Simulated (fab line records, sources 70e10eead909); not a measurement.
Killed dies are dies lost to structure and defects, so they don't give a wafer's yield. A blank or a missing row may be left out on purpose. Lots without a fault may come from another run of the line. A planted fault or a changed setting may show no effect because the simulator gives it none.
A struck lot beside a sound one | flow nand_harc | 15 steps out of a route of 1302
Sound: wafers L995.1, L995.4, L995.5. Struck: wafers L992.1, L992.2, L992.5. The cause comes at the end.
At each step with rows: each side's tool, then ch and its chambers, then its first start. Under that, the readings that differ: sound wafers | struck wafers | difference of the means | sigmas: that difference in standard deviations of wafers without a fault.
alike: readings whose means differ by less than 2 such deviations, and words and numbers that are the same on both sides. not compared: withheld readings, readings that some wafer has no value for, bounds like >300 that may hide the same value, and numbers for which the record gives no deviation and whose values overlap.
The two part at a step that has a row with sigmas, a row that says differs or no value, or rows on one side only. Numbers that don't overlap but have no deviation are shown without sigmas and don't part them. A reading that every wafer of one side lacks parts them only if that side has two wafers or more.

first, 3 steps without rows for these wafers: NHARC_A_BLC_EXPOSE_07 (exposes mask A BLC, target cd 100 nm); NHARC_A_BLC_PEB_08 (peb time 65 s); NHARC_A_BLC_DEVELOP_09 (develop time 35 s).
NHARC_A_BLC_CD_MEAS_10: target cd 100 nm.
  sound on cd_sem-01 ch 0, day 30 04:30; struck on cd_sem-01 ch 0, day 28 02:05
  alike: cd_nm
NHARC_A_BLC_OVL_MEAS_11:
  sound on overlay-02, day 30 04:35; struck on overlay-01, day 28 02:10
  alike: overlay_x_nm, overlay_y_nm
NHARC_A_BLC_INSPECT_12:
  sound on defect_inspect-01, day 30 04:38; struck on defect_inspect-02, day 28 02:12
  reading          | sound      | struck   | difference | sigmas
  raw_defect_count | 110 100 94 | 26 32 24 | -74        | -2
NHARC_A_BLC_DESCUM_15: chemistry O2, time 3 s.
  sound on rie_diel-07 ch 1,2, day 30 04:41; struck on rie_diel-10 ch 0,2,3, day 28 02:16
  alike: drypump_motor_current_A, oes_product_au, rf_vpp_V, showerhead_plenum_p_Torr, throttle_valve_pct
  not compared: rf_hours_counter_h
NHARC_A_BLC_ETCH_16: etches the open film in CF4, target depth 39 nm, time 65 s.
  sound on rie_diel-07 ch 1,2,3, day 30 04:49; struck on rie_diel-10 ch 0,1, day 28 02:21
  reading                         | sound             | struck            | difference | sigmas
  rf_vpp_V (V)                    | 152.4 151.5 152.2 | 150.3 149.5 148.9 | -2.5       | -2
  showerhead_plenum_p_Torr (Torr) | 1.85 1.88 1.83    | 1.73 1.65 1.65    | -0.18      | -3
  alike: drypump_motor_current_A, oes_product_au, throttle_valve_pct
  not compared: rf_hours_counter_h
NHARC_A_BLC_ETCH_17: etches the open film in N2/H2, target depth 390 nm, time 609.38 s.
  sound on rie_diel-07 ch 1,2,3; struck on rie_diel-10 ch 0,2
  alike: drypump_motor_current_A, oes_product_au, rf_vpp_V, showerhead_plenum_p_Torr, throttle_valve_pct
  not compared: rf_hours_counter_h
NHARC_A_BLC_ETCH_18: etches the open film in C4F8/O2/Ar, target depth 910 nm.
  sound on rie_diel-07 ch 2,3; struck on rie_diel-10 ch 1,3
  reading      | sound       | struck      | difference | sigmas
  rf_vpp_V (V) | 984 984 987 | 967 986 969 | -11        | -2
  alike: oes_product_au
  not compared: rf_hours_counter_h
NHARC_A_BLC_CD_MEAS_19:
  sound on cd_sem-02, day 30 05:50; struck on cd_sem-02, day 28 03:14
  alike: cd_nm
NHARC_A_BLC_STRIP_29: strips in CF4.
  sound on rie_diel-10 ch 0,2, day 30 05:56; struck on rie_diel-13 ch 2,3, day 28 03:19
  alike: cf4_flow_sccm, drypump_motor_current_A, oes_product_au, rf_vpp_V, showerhead_plenum_p_Torr, throttle_valve_pct
  not compared: rf_hours_counter_h
NHARC_A_BLC_STRIP_21: strips in O2.
  sound on rie_diel-10 ch 0,1, day 30 06:04; struck on rie_diel-13 ch 1,2, day 28 03:25
  no value came back on the struck wafers for any of 7 readings (bias_w (W), chamber_pressure_mTorr (mTorr) and others); on the sound wafers bias_w (W) reads 0 0 0
  not compared: rf_hours_counter_h
then, 1 step without rows for these wafers: NHARC_A_BLC_STRIP_22 (strips in post etch residue remover, time 600 s).
NHARC_END_SORT_01:
  the record has rows for the struck wafers here (prober-02 ch 0, day 30 00:11) and none for the sound ones

WHERE THEY PART
First at NHARC_A_BLC_INSPECT_12; last, within this record, at NHARC_END_SORT_01.

WHY: what the simulator had put in
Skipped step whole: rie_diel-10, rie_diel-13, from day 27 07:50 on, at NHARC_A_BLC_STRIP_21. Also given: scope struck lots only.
